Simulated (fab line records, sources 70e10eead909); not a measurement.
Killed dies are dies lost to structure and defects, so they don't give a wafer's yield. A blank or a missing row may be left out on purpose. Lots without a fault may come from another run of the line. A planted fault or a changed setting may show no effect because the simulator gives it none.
Chamber matching | flow nand_harc | NHARC_A_STAIRCASE_DEP_259 on pecvd-03: 3 sister chambers
The step deposits SiON, target thk 30 nm. 6 wafers are shown with their chamber, then 8 later ones without.

WAFERS WITH THEIR CHAMBER
wafer  | chamber | heater_power_w (W)
L083.3 | 1       | 834
L083.4 | 2       | 726
L083.6 | 1       | 709
L089.4 | 2       | 716
L089.5 | 0       | 718
L091.1 | 0       | 812

WAFERS WITHOUT THEIR CHAMBER
wafer  | heater_power_w (W)
L091.3 | 755
L091.4 | 806
L090.1 | 672
L090.5 | 723
L090.6 | 673
L093.1 | 743
L093.4 | 800
L093.6 | 737

WHICH CHAMBER EACH WENT THROUGH
wafer  | from the rows above          | in truth
L091.3 | can't be placed: 0 or 1 or 2 | 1
L091.4 | can't be placed: 1 or 0 or 2 | 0
L090.1 | can't be placed: 2 or 0 or 1 | 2
L090.5 | can't be placed: 2 or 0 or 1 | 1
L090.6 | can't be placed: 2 or 0 or 1 | 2
L093.1 | can't be placed: 0 or 2 or 1 | 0
L093.4 | can't be placed: 1 or 0 or 2 | 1
L093.6 | can't be placed: 2 or 0 or 1 | 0
Placed correctly: 0 of 8. Can't be placed from these rows: 8 (the true chamber is among the candidates in 8). Placed wrongly: 0.
How it was worked out, from the rows above alone: a wafer's distance from a chamber is the root of the sum, over the readings, of the square of ((its reading less the chamber's mean) divided by the reading's scatter). The wafer belongs to the nearest chamber; if the next one is less than 2 further off, it can't be placed. A chamber's mean is the mean of its shown wafers. The scatter: the root of (the sum of the squares of (reading less its chamber's mean) over the shown wafers, divided by (wafers less chambers)).
